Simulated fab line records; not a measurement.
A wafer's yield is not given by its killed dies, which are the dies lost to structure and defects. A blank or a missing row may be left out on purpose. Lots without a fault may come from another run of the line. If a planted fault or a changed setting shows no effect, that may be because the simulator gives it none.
Comparing a struck lot with a sound one || flow nand_harc || 15 out of 1302 route steps
Sound: wafers L662.1, L662.2, L662.5. Wafers L652.3, L652.4, L652.6 were the ones struck. The cause is named last.
Per side, at each step with rows, come the tool, then ch with its chambers, and then its first start. Under that, the readings that differ: sound wafers || struck wafers || difference of the means || sigmas: that difference in standard deviations of wafers without a fault.
alike: same words and numbers on both sides, and readings whose means sit less than 2 such deviations apart. not compared: any withheld reading, any reading some wafer has no value for, any bound like >300 that may hide the same value, and any number with overlapping values for which the record gives no deviation.
The two part at a step that has a row with sigmas, a row that says differs or no value, or rows on one side only. When numbers do not overlap yet have no deviation, they are printed without sigmas and do not part them. A reading missing from all wafers of one side parts the sides only when that side holds two or more wafers.

first, 1 step without rows for these wafers: NHARC_A_CONTACT_ETCH_130 (etches the open film in C4F8/O2/Ar, time 197 s, target depth 1918 nm).
NHARC_A_CONTACT_ETCH_131: etches the open film in C4F8/O2/Ar, time 197 s, target depth 1918 nm.
  sound on har_cap_etch-01 ch 0,1, day 29 16:25; struck on har_cap_etch-03 ch 0,1, day 26 22:53
  not compared: rf_hours_counter_h
then, 1 step without rows for these wafers: NHARC_A_CONTACT_ETCH_132 (etches the open film in C4F8/O2/Ar, time 197 s, target depth 1924 nm).
NHARC_A_CONTACT_ETCH_133: etches the open film in C4F8/O2/Ar, time 374 s, target depth 1610 nm.
  sound on har_cap_etch-01 ch 0,1, day 29 16:46; struck on har_cap_etch-03 ch 0,1, day 26 23:19
  not compared: rf_hours_counter_h
NHARC_A_CONTACT_ETCH_91: etches the open film in CH3F/O2, target depth 40 nm, time 85.7 s.
  sound on rie_diel-11 ch 0,1, day 29 17:34; struck on rie_diel-06 ch 1,2,3, day 26 23:58
  alike: drypump_motor_current_A, oes_product_au, rf_vpp_V, showerhead_plenum_p_Torr, throttle_valve_pct
  not compared: rf_hours_counter_h
NHARC_A_CONTACT_ETCH_97: etches the open film in C4F6/O2, target depth 20 nm, time 10 s.
  sound: rie_diel-11 ch 0,1,2; struck: rie_diel-06 ch 1,3
  alike: drypump_motor_current_A, oes_product_au, rf_vpp_V, showerhead_plenum_p_Torr, throttle_valve_pct
  not compared: rf_hours_counter_h
NHARC_A_CONTACT_CD_MEAS_80:
  sound: cd_sem-01 at day 29 17:47; struck: cd_sem-01 at day 27 00:11
  alike: cd_nm
then, 5 steps without rows for these wafers: NHARC_A_CONTACT_STRIP_103 (strips in N2/H2); NHARC_A_CONTACT_STRIP_104 (strips in CF4/CHF3); NHARC_A_CONTACT_STRIP_105 (strips in O2/COS); NHARC_A_CONTACT_ETCH_106 (etches the open film in CF4/O2, target depth 90 nm, overetch 9 nm, time 49.5 s); NHARC_A_CONTACT_STRIP_82 (strips in O2).
NHARC_A_CONTACT_STRIP_83: strips in post etch residue remover, time 600 s.
  sound on wet_bench-06 ch 1,2,3, day 29 18:28; struck on wet_bench-09 ch 0,3,5, day 27 01:22
  no value came back on the struck wafers for bath_heat_duty_pct (%), run_length_s (s); on the sound wafers bath_heat_duty_pct (%) reads 13.4 13.8 14.1
NHARC_A_CONTACT_DEP_84: deposits aC, target thk 2800 nm.
  sound on acl_dep-01 ch 0, day 29 23:58; struck on acl_dep-02 ch 0, day 27 04:10
  alike: throttle_valve_pct
following that, these wafers have no rows for 1 step: NHARC_END_SORT_01.

WHERE THEY PART
NHARC_A_CONTACT_STRIP_83 only, going by this record. Later steps at which nothing parts them and some readings are alike: NHARC_A_CONTACT_DEP_84.

WHY: what the simulator had put in
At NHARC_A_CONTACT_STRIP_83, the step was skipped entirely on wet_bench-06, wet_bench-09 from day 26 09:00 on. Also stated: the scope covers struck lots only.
